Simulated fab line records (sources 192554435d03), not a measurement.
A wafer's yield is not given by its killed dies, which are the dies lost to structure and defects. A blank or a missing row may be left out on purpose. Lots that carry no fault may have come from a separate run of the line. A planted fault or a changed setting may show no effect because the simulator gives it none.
Split-lot study | flow n5-finfet | on a route of 1938 steps: 7 lots, 21 wafers read

THE SPLIT
At N5_BEOL_M15_EXPOSE_25 (exposes mask M15, target cd 400 nm), the setting dose-mj was moved away from the recipe's 35.5 on 9 of the 21 wafers read, by -6.4% to +6.6%. This setting was run at the recipe's value on the other wafers.

FROM THE SPLIT TO THE READING: what the file shows between them, 3 steps
- N5_BEOL_M15_PEB_26: peb time 90 s
- N5_BEOL_M15_DEVELOP_27: develop time 45 s
- N5_BEOL_M15_HARDBAKE_32: time 120 s

THE READING
cd-nm, in nm, at N5_BEOL_M15_CD_MEAS_28 (target cd 407.6 nm). Fault-free wafers of this fab line usually give 408.4 nm, standard deviation 1.6 nm.

wafer  | tool, chamber at the split | dose-mj as run | against the recipe | cd-nm, nm | against lot-mates on the recipe
L075.1 | krf-scanner-02, 0          | 34.13          | -3.9%              | 406.6     | -3.2
L075.3 | krf-scanner-02, 0          | 35.5           | recipe             | 409.8     | -
L075.5 | krf-scanner-02, 0          | 34.13          | -3.9%              | 402.7     | -7.1
L078.3 | krf-scanner-01, 0          | 37.02          | +4.3%              | 411.9     | no lot-mate on the recipe
L078.4 | krf-scanner-01, 0          | 37.02          | +4.3%              | 414.2     | no lot-mate on the recipe
L078.6 | krf-scanner-01, 0          | 37.02          | +4.3%              | 416.7     | no lot-mate on the recipe
L083.4 | krf-scanner-02, 0          | 35.5           | recipe             | 408.4     | -
L083.5 | krf-scanner-02, 0          | 35.5           | recipe             | 406.8     | -
L083.6 | krf-scanner-02, 0          | 35.5           | recipe             | 407.3     | -
L082.1 | krf-scanner-02, 0          | 35.5           | recipe             | 408.1     | -
L082.3 | krf-scanner-02, 0          | 35.5           | recipe             | 409.7     | -
L082.5 | krf-scanner-02, 0          | 33.23          | -6.4%              | 397.7     | -11.2
L084.1 | krf-scanner-01, 0          | 33.44          | -5.8%              | 399.1     | -9.0
L084.4 | krf-scanner-01, 0          | 35.5           | recipe             | 407.6     | -
L084.5 | krf-scanner-01, 0          | 35.5           | recipe             | 408.7     | -
L087.1 | krf-scanner-02, 0          | 35.5           | recipe             | 404.7     | -
L087.2 | krf-scanner-02, 0          | 37.85          | +6.6%              | 417.3     | +12.6
L087.4 | krf-scanner-02, 0          | 35.5           | recipe             | 404.7     | -
L093.1 | krf-scanner-02, 0          | 35.5           | recipe             | 410.1     | -
L093.4 | krf-scanner-02, 0          | 35.5           | recipe             | 409.0     | -
L093.5 | krf-scanner-02, 0          | 36.44          | +2.6%              | 411.5     | +1.9

FIT RESULTS
A straight line over all 21 wafers: cd-nm changes by +1.4 nm for each +1% of dose-mj; r = +0.93; the points scatter about the line by 1.9 nm.
The same after taking each lot's own level away (the mean of its wafers on the recipe; 18 wafers): +1.63 nm for each +1%; r = +0.97; scatter 1.2 nm.
That fit puts the effect of the largest move of dose-mj on the reading at 11 nm.
Across the lots, their own levels run from 404.70 to 409.80 nm, a range of 3.2 times the standard deviation given above.
Thus the slope moves with the lot-to-lot level: the two fits are different.
Check: for one of the wafers moved furthest among these (+6.6%), held out of the fit, the line's prediction against its lot-mates is +9.71 nm. Against them it came out at +12.6 nm.

THE OTHER SPLITS THESE WAFERS WENT THROUGH
Other splits were also applied to these wafers ahead of the reading. Each is held against what the fit with the lots' levels taken away leaves over:
other split on the same wafers | wafers away from the commonest value | r with cd-nm (lot level and that fit taken away)
N5_BEOL_M14_ILD_DEP_00 time-s  | 8                                    | -0.13

THE WHOLE CHAIN: every reading that the file lists as answering this split, in the file's order
step                   | what it does             | reading                                                         | change (the file's fit)              | r (the file's)
N5_BEOL_M15_CD_MEAS_28 | target cd 407.6 nm       | cd-nm                                                           | +1.66 nm for each +1% of the setting | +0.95
N5_BEOL_M15_DESCUM_33  | chemistry O2, time 7.9 s | BEOL_M15.cd-nm (the simulator's own value, which no gauge read) | +1.7 nm for each +1% of the setting  | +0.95

THE FILE'S OWN FIT
cd-nm changes by +1.66 nm for each +1% of dose-mj, r = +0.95.
